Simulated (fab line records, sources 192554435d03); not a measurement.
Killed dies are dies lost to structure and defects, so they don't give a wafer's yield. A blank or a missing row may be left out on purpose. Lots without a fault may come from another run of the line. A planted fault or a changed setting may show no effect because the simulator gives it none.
fab line records | flow n5_finfet | part 1 of 2: steps 1 to 20 of 31
record lots=5 wafers=15 last_day=18
route steps=1938 shown BEOL_M3@979
lots that met no fault: from a run of the same line without faults
start_h: hours from the record's first day to the start of the lot's first wafer shown | wait_h: hours since the lot's step before | " the same as in the row above | L1.1+2: a row that stands for several wafers | - no value, or no start given | * or withheld: withheld | < > ~ a bound
route shown NAME@n: a module of which the file shows steps, and the number in the route of the first | usual: mean/standard deviation of fault-free wafers | same: alike in all rows | chamber/n: place in a boat | sites: the reading at each site | _std_site: their standard deviation | _edge_site: outer sites' mean less inner sites' | radius_mm: how far each site lies from the wafer's centre | mask NAME#n: copy n | behind: the tool/chamber that last shaped the wafer | hold: why the lot was held/for how many hours/how that ended | device: the transistor (n, p or np) that didn't switch | end of line: the same wafers' tests at the end of the route | a step without rows: its recipe alone | killed: dies lost to structure and defects at the first sort, not the wafer's yield | map: a wafer's dies, x killed, . not, _ none there
set.NAME: the setting as run; set.NAME@STEP: as run at that earlier step | model.NAME: the simulator's own value behind a step, which no gauge read
lots at some steps of the route; a table a step, a row a wafer
services: from which hour (start_h, from the record's first day; less than 0 if before it) a tool's chamber was out of use, for how many hours, and why
## steps
# step N5_BEOL_M3_STRIP_36
# recipe chemistry=N2/H2 power_w=450 temp_c=40 pressure_mtorr=20 rf_frequency_hz=6e+07 overash_fraction=0.3 bias_power_w=7 h2_frac=0.5 n2_flow_sccm=200 h2_flow_sccm=200
# usual bias_power_w=7.003/0.021 drypump_motor_current_A=5.9/0.46 h2_flow_sccm=200.1/0.56 oes_product_au=0.76/0.079 rf_vpp_V=59.1/1.4 showerhead_plenum_p_Torr=2.53/0.11 temp_c=40.03/0.098 throttle_valve_pct=23.7/0.34
# same overash_fraction=0.3
# columns lot.wafer tool chamber start_h wait_h bias_power_w drypump_motor_current_A h2_flow_sccm oes_product_au rf_hours_counter_h rf_vpp_V showerhead_plenum_p_Torr temp_c throttle_valve_pct
L076.2 rie_diel-03 0 154.94 0.0 6.983 5.8 200.5 0.76 146 59.8 2.65 39.88 24.1
L076.3 " 3 " " 6.998 5.8 200.0 0.80 101 60.0 2.47 40.08 23.4
L076.5 " 2 " " 6.976 6.2 199.8 0.71 - 57.2 2.63 40.12 23.5
L084.3 rie_diel-01 2 206.79 0.0 7.025 5.4 201.3 0.72 193 60.0 2.63 40.07 23.8
L084.4 " 0 " " 6.994 5.5 200.4 0.69 231 58.7 2.52 40.05 24.0
L084.6 " 1 " " 6.988 5.5 201.0 0.95 - 59.4 2.57 40.10 23.4
L091.1 rie_diel-03 2 246.03 0.0 7.048 6.3 200.5 0.68 223 60.8 2.61 39.95 23.5
L091.2 " 1 " " 6.988 6.8 199.9 0.67 218 58.2 2.40 40.01 23.8
L091.5 " 2 " " 7.010 6.2 200.9 0.67 - 57.4 2.61 39.80 23.5
L090.1 rie_diel-06 2 262.78 0.0 6.983 5.6 200.5 0.96 9 57.7 2.47 40.06 23.8
L090.4 " 3 " " 7.008 5.9 199.0 0.76 149 56.4 2.34 39.96 23.5
L090.6 " 2 " " 7.016 5.6 200.4 0.95 - 57.6 2.47 39.80 23.8
L097.1 rie_diel-01 1 292.85 0.0 7.007 5.5 200.7 0.87 33 60.1 2.56 40.08 23.4
L097.3 " 2 " " 6.996 5.4 200.6 0.69 222 59.7 2.62 40.12 23.8
L097.6 " 2 " " 6.988 5.4 201.0 0.70 - 57.3 2.62 40.16 23.9
# step N5_BEOL_M3_TRENCH_ETCH_37
# recipe chemistry=C4F6/O2 target_depth_a=555.55 target=SiOC time_s=29.2 ion_energy_ev=250 pressure_mtorr=30 source_w=355 bias_w=185 Ar_flow_sccm=300 C4F6_flow_sccm=10 O2_flow_sccm=10
# usual drypump_motor_current_A=5.9/0.46 oes_product_au=0.76/0.078 rf_vpp_V=662/21 showerhead_plenum_p_Torr=2.84/0.11 throttle_valve_pct=20.97/0.26
# columns lot.wafer tool chamber start_h wait_h drypump_motor_current_A oes_product_au rf_hours_counter_h rf_vpp_V showerhead_plenum_p_Torr throttle_valve_pct
L076.2 rie_diel-03 0 - - 5.8 0.76 146 681 2.96 21.18
L076.3 " 3 " " 5.8 0.80 101 656 2.79 20.67
L076.5 " 2 " " 6.2 0.70 - 715 2.93 20.96
L084.3 rie_diel-01 2 - - 5.4 0.71 193 676 2.95 21.00
L084.4 " 0 " " 5.5 0.69 231 649 2.83 21.20
L084.6 " 1 " " 5.5 0.96 - 656 2.92 20.90
L091.1 rie_diel-03 2 - - 6.2 0.67 223 713 2.92 21.00
L091.2 " 1 " " 6.9 0.68 218 655 2.71 21.26
L091.5 " 2 " " 6.2 0.67 - 713 2.92 21.01
L090.1 rie_diel-06 2 - - 5.7 0.95 9 670 2.81 21.16
L090.4 " 3 " " 5.9 0.76 149 632 2.64 20.65
L090.6 " 2 " " 5.7 0.96 - 670 2.81 21.16
L097.1 rie_diel-01 1 - - 5.5 0.89 33 656 2.91 20.96
L097.3 " 2 " " 5.4 0.69 222 675 2.93 21.04
L097.6 " 2 " " 5.4 0.69 - 677 2.93 21.02
# step N5_BEOL_M3_ETCH_41
# recipe chemistry=CH3F/O2 target=SiCN target_depth_a=299 taper_deg=2 time_s=52.5 ion_energy_ev=120 mask_material=TiN pressure_mtorr=30 source_w=395 bias_w=75 Ar_flow_sccm=150 CH3F_flow_sccm=30 O2_flow_sccm=20
# usual drypump_motor_current_A=5.9/0.46 oes_product_au=0.76/0.079 rf_vpp_V=297.1/2 showerhead_plenum_p_Torr=1.99/0.083 throttle_valve_pct=16.43/0.25
# columns lot.wafer tool chamber start_h wait_h drypump_motor_current_A oes_product_au rf_hours_counter_h rf_vpp_V showerhead_plenum_p_Torr throttle_valve_pct
L076.2 rie_diel-03 0 - - 5.7 0.75 146 298.5 2.08 16.62
L076.3 " 3 " " 5.8 0.80 101 294.2 1.95 16.09
L076.5 " 2 " " 6.2 0.69 - 297.8 2.06 16.46
L084.3 rie_diel-01 2 - - 5.4 0.71 193 298.7 2.07 16.46
L084.4 " 0 " " 5.5 0.69 231 297.1 1.99 16.68
L084.6 " 1 " " 5.5 0.95 - 296.8 2.05 16.29
L091.1 rie_diel-03 2 - - 6.2 0.67 223 300.1 2.05 16.54
L091.2 " 1 " " 6.8 0.67 218 295.5 1.90 16.72
L091.5 " 2 " " 6.2 0.67 - 298.5 2.05 16.53
L090.1 rie_diel-06 2 - - 5.6 0.95 9 295.5 1.97 16.49
L090.4 " 3 " " 5.9 0.76 149 293.5 1.85 16.12
L090.6 " 2 " " 5.6 0.95 - 296.7 1.97 16.48
L097.1 rie_diel-01 1 - - 5.5 0.89 33 297.5 2.04 16.34
L097.3 " 2 " " 5.4 0.70 222 298.0 2.06 16.55
L097.6 " 2 " " 5.4 0.70 - 297.6 2.06 16.54
# step N5_BEOL_M3_STRIP_97
# recipe chemistry=N2/H2 time_s=10 power_w=450 temp_c=40 pressure_mtorr=20 rf_frequency_hz=6e+07 bias_power_w=7 n2_flow_sccm=200 h2_flow_sccm=200
# usual bias_power_w=7.001/0.019 drypump_motor_current_A=5.9/0.46 h2_flow_sccm=200.0/0.58 oes_product_au=0.76/0.078 rf_vpp_V=59.2/1 showerhead_plenum_p_Torr=2.53/0.11 temp_c=39.99/0.11 throttle_valve_pct=23.7/0.34
# columns lot.wafer tool chamber start_h wait_h bias_power_w drypump_motor_current_A h2_flow_sccm oes_product_au rf_hours_counter_h rf_vpp_V showerhead_plenum_p_Torr temp_c throttle_valve_pct
L076.2 rie_diel-03 0 - - 7.028 5.8 200.3 0.77 146 58.1 2.65 39.90 24.1
L076.3 " 3 " " 6.950 5.8 200.4 0.80 101 60.4 2.47 40.00 23.4
L076.5 " 2 " " 6.984 6.2 200.6 0.70 - 59.5 2.63 39.86 23.5
L084.3 rie_diel-01 2 - - 7.052 5.4 200.3 0.72 193 59.2 2.63 39.90 23.8
L084.4 " 0 " " 6.984 5.5 200.7 0.69 231 59.5 2.52 39.94 24.0
L084.6 " 1 " " 6.997 5.5 199.7 0.96 - 59.7 2.57 39.71 23.4
L091.1 rie_diel-03 2 - - 7.009 6.2 199.2 0.68 223 59.2 2.61 39.97 23.5
L091.2 " 1 " " 7.011 6.8 200.2 0.67 218 58.3 2.40 40.09 23.8
L091.5 " 2 " " 6.999 6.2 199.6 0.68 - 60.9 2.61 40.11 23.5
L090.1 rie_diel-06 2 - - 6.987 5.6 199.4 0.97 9 59.2 2.47 39.79 23.8
L090.4 " 3 " " 7.032 5.9 200.3 0.76 149 58.2 2.34 40.19 23.5
L090.6 " 2 " " 6.981 5.6 199.0 0.95 - 58.5 2.47 39.85 23.8
L097.1 rie_diel-01 1 - - 6.997 5.5 199.9 0.88 33 59.0 2.56 39.89 23.4
L097.3 " 2 " " 7.021 5.4 198.6 0.69 222 60.7 2.62 39.78 23.9
L097.6 " 2 " " 7.010 5.4 199.2 0.70 - 59.1 2.62 39.86 23.9
# step N5_BEOL_M3_OCD_MEAS_38
# usual trench_depth_nm=55.4/1.2
# columns lot.wafer tool chamber start_h wait_h trench_depth_nm
L076.2 ocd-02 - 155.14 - 54.4
L076.3 " - " " 57.1
L076.5 " - " " 54.4
L084.3 ocd-02 - 206.98 - 54.6
L084.4 " - " " 54.5
L084.6 " - " " 56.0
L091.1 ocd-01 - 246.23 - 54.0
L091.2 " - " " 54.8
L091.5 " - " " 53.6
L090.1 ocd-02 - 262.98 - 56.9
L090.4 " - " " 56.1
L090.6 " - " " 58.1
L097.1 ocd-02 - 293.04 - 56.2
L097.3 " - " " 53.7
L097.6 " - " " 53.8
# step N5_BEOL_M3_HM_STRIP_39
# recipe chemistry=peroxide_tin_strip material=TiN target_depth_a=250 temp_c=50 time_s=158
# usual bath_heat_duty_pct=7.1/0.77 temp_c=49.99/0.11
# columns lot.wafer tool chamber start_h wait_h bath_heat_duty_pct temp_c
L076.2 wet_bench-02 3 155.17 0.0 6.6 49.83
L076.3 " 4 " " 7.5 50.05
L076.5 " 1 " " 8.2 49.98
L084.3 wet_bench-01 4 207.01 0.0 6.8 49.95
L084.4 " 3 " " 6.7 49.92
L084.6 " 2 " " 6.6 50.01
L091.1 wet_bench-02 2 246.26 0.0 7.4 50.08
L091.2 " 1 " " 7.7 50.01
L091.5 " 0 " " 8.6 49.91
L090.1 wet_bench-01 2 263.01 0.0 6.2 50.10
L090.4 " 5 " " 7.0 50.19
L090.6 " 3 " " 7.7 50.07
L097.1 wet_bench-05 1 293.07 0.0 6.3 49.95
L097.3 " 0 " " 7.5 49.85
L097.6 " 4 " " 7.1 50.07
# step N5_BEOL_M3_SRD_40
# recipe time_s=30 temp_c=23 rinse_liquid=diw dry=ipa_marangoni
# usual bath_heat_duty_pct=3.6/0.46 temp_c=22.98/0.12
# columns lot.wafer tool chamber start_h wait_h bath_heat_duty_pct temp_c
L076.2 wet_bench-02 3 155.22 0.0 4.1 22.89
L076.3 " 4 " " 4.0 23.08
L076.5 " 1 " " 4.2 22.97
L084.3 wet_bench-01 4 207.06 0.0 2.9 23.07
L084.4 " 3 " " 3.6 23.05
L084.6 " 2 " " 2.9 22.97
L091.1 wet_bench-02 2 246.30 0.0 3.2 23.16
L091.2 " 1 " " 3.8 23.14
L091.5 " 0 " " 4.5 22.96
L090.1 wet_bench-01 2 263.06 0.0 3.7 22.88
L090.4 " 5 " " 4.1 22.90
L090.6 " 3 " " 3.7 23.03
L097.1 wet_bench-05 1 293.12 0.0 2.8 23.02
L097.3 " 0 " " 4.2 23.00
L097.6 " 4 " " 3.9 23.08
# step N5_BEOL_M3_PRECLEAN_42
# recipe chemistry=residue_remover time_s=60 temp_c=40
# usual bath_heat_duty_pct=4.5/0.55 temp_c=39.99/0.11
# columns lot.wafer tool chamber start_h wait_h bath_heat_duty_pct temp_c
L076.2 wet_bench-02 3 155.24 0.0 4.7 40.11
L076.3 " 4 " " 4.5 40.07
L076.5 " 1 " " 5.0 39.93
L084.3 wet_bench-01 4 207.07 0.0 4.7 40.00
L084.4 " 3 " " 4.8 40.22
L084.6 " 2 " " 4.9 40.13
L091.1 wet_bench-02 2 246.32 0.0 4.3 39.90
L091.2 " 1 " " 5.4 39.91
L091.5 " 0 " " 5.9 39.95
L090.1 wet_bench-01 2 263.07 0.0 4.1 39.88
L090.4 " 5 " " 4.7 39.93
L090.6 " 3 " " 4.6 40.09
L097.1 wet_bench-05 1 293.14 0.0 4.3 39.96
L097.3 " 0 " " 3.7 39.97
L097.6 " 4 " " 3.8 39.84
# step N5_BEOL_M3_SRD_43
# recipe time_s=30 temp_c=23 rinse_liquid=diw dry=ipa_marangoni
# usual bath_heat_duty_pct=3.6/0.48 temp_c=23.01/0.11
# columns lot.wafer tool chamber start_h wait_h bath_heat_duty_pct temp_c
L076.2 wet_bench-02 3 155.25 0.0 2.7 23.08
L076.3 " 4 " " 4.4 23.10
L076.5 " 1 " " 3.7 23.16
L084.3 wet_bench-01 4 207.09 0.0 3.7 22.92
L084.4 " 3 " " 3.5 23.01
L084.6 " 2 " " 3.1 23.09
L091.1 wet_bench-02 2 246.34 0.0 4.3 22.82
L091.2 " 1 " " 4.3 23.13
L091.5 " 0 " " 3.8 22.82
L090.1 wet_bench-01 2 263.09 0.0 3.1 22.91
L090.4 " 5 " " 4.0 22.93
L090.6 " 3 " " 3.3 22.94
L097.1 wet_bench-05 1 293.15 0.0 3.8 22.99
L097.3 " 0 " " 4.2 22.94
L097.6 " 4 " " 3.4 23.05
# step N5_BEOL_M3_CD_MEAS_35
# recipe target_cd_nm=18 target_cd_y_nm=21 polarity=opening
# usual cd_nm=17.9/0.46
# columns lot.wafer tool chamber start_h wait_h cd_nm
L076.2 cd_sem-02 - 155.29 0.0 17.3
L076.3 " - " " 17.7
L076.5 " - " " 16.6
L084.3 cd_sem-03 - 207.13 0.0 17.8
L084.4 " - " " 17.3
L084.6 " - " " 18.7
L091.1 cd_sem-02 - 246.38 0.0 17.9
L091.2 " - " " 18.5
L091.5 " - " " 18.0
L090.1 cd_sem-03 - 263.13 0.0 17.5
L090.4 " - " " 17.7
L090.6 " - " " 17.5
L097.1 cd_sem-02 - 293.19 0.0 18.9
L097.3 " - " " 18.3
L097.6 " - " " 18.6
# step N5_BEOL_M3_DEGAS_44
# recipe ambient=vacuum temp_c=250 time_s=60
# usual heater_power_w=322/37
# columns lot.wafer tool chamber start_h wait_h heater_power_w
L076.2 pvd_sputter-02 - 157.00 1.7 368
L076.3 " - " " 331
L076.5 " - " " 335
L084.3 pvd_sputter-01 - 207.17 0.0 325
L084.4 " - " " 315
L084.6 " - " " 241
L091.1 pvd_sputter-02 - 247.08 0.7 330
L091.2 " - " " 365
L091.5 " - " " 379
L090.1 pvd_sputter-01 - 263.35 0.2 234
L090.4 " - " " 316
L090.6 " - " " 302
L097.1 pvd_sputter-01 - 293.47 0.3 310
L097.3 " - " " 241
L097.6 " - " " 240
# step N5_BEOL_M3_PRE_CLEAN_45
# recipe gas=H2/He time_s=30 temp_c=250
# usual heater_power_w=322/35
# columns lot.wafer tool chamber start_h wait_h heater_power_w
L076.2 pvd_sputter-02 - 157.04 0.0 365
L076.3 " - " " 331
L076.5 " - " " 341
L084.3 pvd_sputter-01 - 207.21 0.0 324
L084.4 " - " " 301
L084.6 " - " " 236
L091.1 pvd_sputter-02 - 247.12 0.0 334
L091.2 " - " " 364
L091.5 " - " " 377
L090.1 pvd_sputter-01 - 263.39 0.0 236
L090.4 " - " " 309
L090.6 " - " " 308
L097.1 pvd_sputter-01 - 293.51 0.0 316
L097.3 " - " " 237
L097.6 " - " " 242
# step N5_BEOL_M3_ALD_84
# recipe material=TaN target_thk_a=* temp_c=275 ald_precursor_family=PDMAT ald_co_reactant=NH3 pressure_torr=3 carrier_flow_sccm=1500 pulse_time_s=2 purge_time_s=3 co_reactant_purge_time_s=2 co_reactant_pulse_time_s=3 ald_cycles=30 precursor_vessel_temp_c=75 precursor_vessel_pressure_torr=26.25 precursor_vessel_carrier_sccm=1000
# usual heater_power_w=411/39
# columns lot.wafer tool chamber start_h wait_h heater_power_w
L076.2 ald_metal-03 1 157.10 0.0 447
L076.3 " 3 " " 370
L076.5 " 1 " " 437
L084.3 ald_metal-02 1 207.36 0.1 367
L084.4 " 3 " " 419
L084.6 " 3 " " 433
L091.1 ald_metal-03 3 247.23 0.1 367
L091.2 " 2 " " 485
L091.5 " 0 " " 388
L090.1 ald_metal-03 2 263.45 0.0 488
L090.4 " 1 " " 437
L090.6 " 2 " " 494
L097.1 ald_metal-04 0 293.58 0.0 390
L097.3 " 3 " " 398
L097.6 " 1 " " 374
# step N5_BEOL_M3_SURFACE_TREAT_85
# recipe gas=Ar time_s=* ion_energy_ev=* ion_current_ma_cm2=0.5 pressure_mtorr=* ar_flow_sccm=30
# usual throttle_valve_pct=*
# columns lot.wafer tool chamber start_h wait_h throttle_valve_pct
L076.2 pvd_sputter-02 - 157.36 0.2 *
L076.3 " - " " *
L076.5 " - " " *
L084.3 pvd_sputter-03 - 207.64 0.2 *
L084.4 " - " " *
L084.6 " - " " *
L091.1 pvd_sputter-03 - 247.67 0.3 *
L091.2 " - " " *
L091.5 " - " " *
L090.1 pvd_sputter-02 - 263.70 0.1 *
L090.4 " - " " *
L090.6 " - " " *
L097.1 pvd_sputter-02 - 293.86 0.2 *
L097.3 " - " " *
L097.6 " - " " *
# step N5_BEOL_M3_CVD_47
# recipe material=Co target_thk_a=30 temp_c=withheld precursor=CCTBA/H2 pressure_torr=30 time_s=223.8
# columns lot.wafer tool chamber start_h wait_h
L076.2+3+5 cvd_co-02 2,0,0 157.43 0.1
L084.3+4+6 cvd_co-01 1,1,2 207.93 0.3
L091.1+2+5 cvd_co-02 0,2,1 247.73 0.0
L090.1+4+6 cvd_co-01 2,1,0 264.01 0.3
L097.1+3+6 cvd_co-02 1,0,1 294.15 0.3
# step N5_BEOL_M3_SPUTTER_48
# recipe material=Cu target_thk_a=45 temp_c=-20 chamber_pressure_pa=0.07 power_w=withheld time_s=8.29
# usual throttle_valve_pct=29.9/1.3
# columns lot.wafer tool chamber start_h wait_h throttle_valve_pct
L076.2 pvd_sputter-02 - 157.60 0.1 30.7
L076.3 " - " " 30.0
L076.5 " - " " 30.2
L084.3 pvd_sputter-02 - 208.22 0.2 30.1
L084.4 " - " " 29.0
L084.6 " - " " 30.8
L091.1 pvd_sputter-02 - 247.89 0.1 29.8
L091.2 " - " " 30.9
L091.5 " - " " 30.9
L090.1 pvd_sputter-03 - 264.85 0.8 31.5
L090.4 " - " " 31.2
L090.6 " - " " 31.5
L097.1 pvd_sputter-02 - 295.74 1.5 29.2
L097.3 " - " " 30.8
L097.6 " - " " 30.7
# step N5_BEOL_M3_ANNEAL_49
# recipe temp_c=400 time_s=240 ambient=vacuum
# usual heater_power_w=837/84
# columns lot.wafer tool chamber start_h wait_h heater_power_w
L076.2 pvd_sputter-02 - 157.68 0.0 840
L076.3 " - " " 943
L076.5 " - " " 960
L084.3 pvd_sputter-02 - 208.30 0.0 939
L084.4 " - " " 933
L084.6 " - " " 838
L091.1 pvd_sputter-02 - 247.97 0.0 943
L091.2 " - " " 862
L091.5 " - " " 843
L090.1 pvd_sputter-03 - 264.93 0.0 776
L090.4 " - " " 878
L090.6 " - " " 885
L097.1 pvd_sputter-02 - 295.82 0.0 907
L097.3 " - " " 840
L097.6 " - " " 856
# step N5_BEOL_M3_SPUTTER_79
# recipe material=Cu target_thk_a=45 temp_c=-20 chamber_pressure_pa=0.07 power_w=withheld time_s=8.29
# usual throttle_valve_pct=30.0/1.3
# columns lot.wafer tool chamber start_h wait_h throttle_valve_pct
L076.2 pvd_sputter-02 - 157.82 0.1 31.0
L076.3 " - " " 30.1
L076.5 " - " " 30.2
L084.3 pvd_sputter-02 - 208.44 0.1 30.2
L084.4 " - " " 29.1
L084.6 " - " " 30.5
L091.1 pvd_sputter-02 - 248.11 0.1 30.1
L091.2 " - " " 30.6
L091.5 " - " " 31.0
L090.1 pvd_sputter-03 - 265.07 0.1 31.8
L090.4 " - " " 31.3
L090.6 " - " " 31.5
L097.1 pvd_sputter-02 - 295.96 0.1 29.2
L097.3 " - " " 30.6
L097.6 " - " " 31.1
# step N5_BEOL_M3_ANNEAL_80
# recipe temp_c=400 time_s=240 ambient=vacuum
# usual heater_power_w=837/85
# columns lot.wafer tool chamber start_h wait_h heater_power_w
L076.2 pvd_sputter-02 - 157.90 0.0 839
L076.3 " - " " 941
L076.5 " - " " 932
L084.3 pvd_sputter-02 - 208.52 0.0 958
L084.4 " - " " 941
L084.6 " - " " 832
L091.1 pvd_sputter-02 - 248.19 0.0 928
L091.2 " - " " 865
L091.5 " - " " 864
L090.1 pvd_sputter-03 - 265.15 0.0 778
L090.4 " - " " 862
L090.6 " - " " 871
L097.1 pvd_sputter-02 - 296.04 0.0 940
L097.3 " - " " 847
L097.6 " - " " 869
# step N5_BEOL_M3_SPUTTER_81
# recipe material=Cu target_thk_a=45 temp_c=-20 chamber_pressure_pa=0.07 power_w=withheld time_s=8.29
# usual throttle_valve_pct=30.0/1.3
# columns lot.wafer tool chamber start_h wait_h throttle_valve_pct
L076.2 pvd_sputter-02 - 158.04 0.1 31.0
L076.3 " - " " 30.3
L076.5 " - " " 30.1
L084.3 pvd_sputter-02 - 208.66 0.1 29.9
L084.4 " - " " 28.9
L084.6 " - " " 30.5
L091.1 pvd_sputter-02 - 248.33 0.1 30.2
L091.2 " - " " 30.9
L091.5 " - " " 30.7
L090.1 pvd_sputter-03 - 265.29 0.1 31.6
L090.4 " - " " 31.3
L090.6 " - " " 31.5
L097.1 pvd_sputter-02 - 296.18 0.1 29.1
L097.3 " - " " 30.8
L097.6 " - " " 30.8
